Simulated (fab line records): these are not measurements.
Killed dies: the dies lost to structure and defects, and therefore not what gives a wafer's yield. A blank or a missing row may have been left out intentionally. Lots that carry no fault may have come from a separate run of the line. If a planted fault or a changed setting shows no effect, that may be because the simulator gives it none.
What tool caused it? || flow nand-harc || at 1 step of a route of 1302, 12 lots with 36 wafers sampled

WHAT THE GAUGES SHOWED, per wafer
NHARC_A_M1_INSPECT_11.
{"lot": "L075", "measured": "day 23 05:04", "on": "defect-inspect-01", "raw-defect-count": "70 67 72"}
{"lot": "L079", "measured": "day 25 12:23", "on": "defect-inspect-01", "raw-defect-count": "53 68 69"}
{"lot": "L081", "measured": "day 25 20:05", "on": "defect-inspect-02", "raw-defect-count": "68 46 49"}
{"lot": "L080", "measured": "day 25 21:57", "on": "defect-inspect-01", "raw-defect-count": "142 142 165"}
{"lot": "L083", "measured": "day 26 22:19", "on": "defect-inspect-01", "raw-defect-count": "75 67 81"}
{"lot": "L085", "measured": "day 28 06:13", "on": "defect-inspect-01", "raw-defect-count": "44 33 53"}
{"lot": "L087", "measured": "day 28 23:50", "on": "defect-inspect-01", "raw-defect-count": "83 75 77"}
{"lot": "L086", "measured": "day 29 04:55", "on": "defect-inspect-02", "raw-defect-count": "71 104 74"}
{"lot": "L092", "measured": "day 29 23:47", "on": "defect-inspect-02", "raw-defect-count": "82 79 82"}
{"lot": "L094", "measured": "day 30 16:58", "on": "defect-inspect-01", "raw-defect-count": "140 117 130"}
{"lot": "L095", "measured": "day 32 03:21", "on": "defect-inspect-02", "raw-defect-count": "112 119 102"}
{"lot": "L097", "measured": "day 32 15:09", "on": "defect-inspect-01", "raw-defect-count": "55 60 67"}

WHICH TOOL RAN EACH LOT (tool, then ch and the chambers of the sampled wafers, then the start)
The record shows no process step preceding these readings.

THE ANSWER, worked out from the rows above alone
Rule: the lots themselves supply what counts as usual. The widest of any qualifying gaps counts: lots, ordered by their means at a reading, are off when they make up no more than a third of the lots, leave a main group of 4 or more, and stand apart from it by 3 or more times the standard deviation of that group's means. A main group is skipped when, at the precision printed for the reading in the tables above, its means are all equal. A lot without any number at a reading at which 4 lots or more have one is off too. The other lots that the step has rows for count as sound.
Nothing can be told from this: no lot is off at any reading shown.

WHAT THE SIMULATOR HAD INSERTED
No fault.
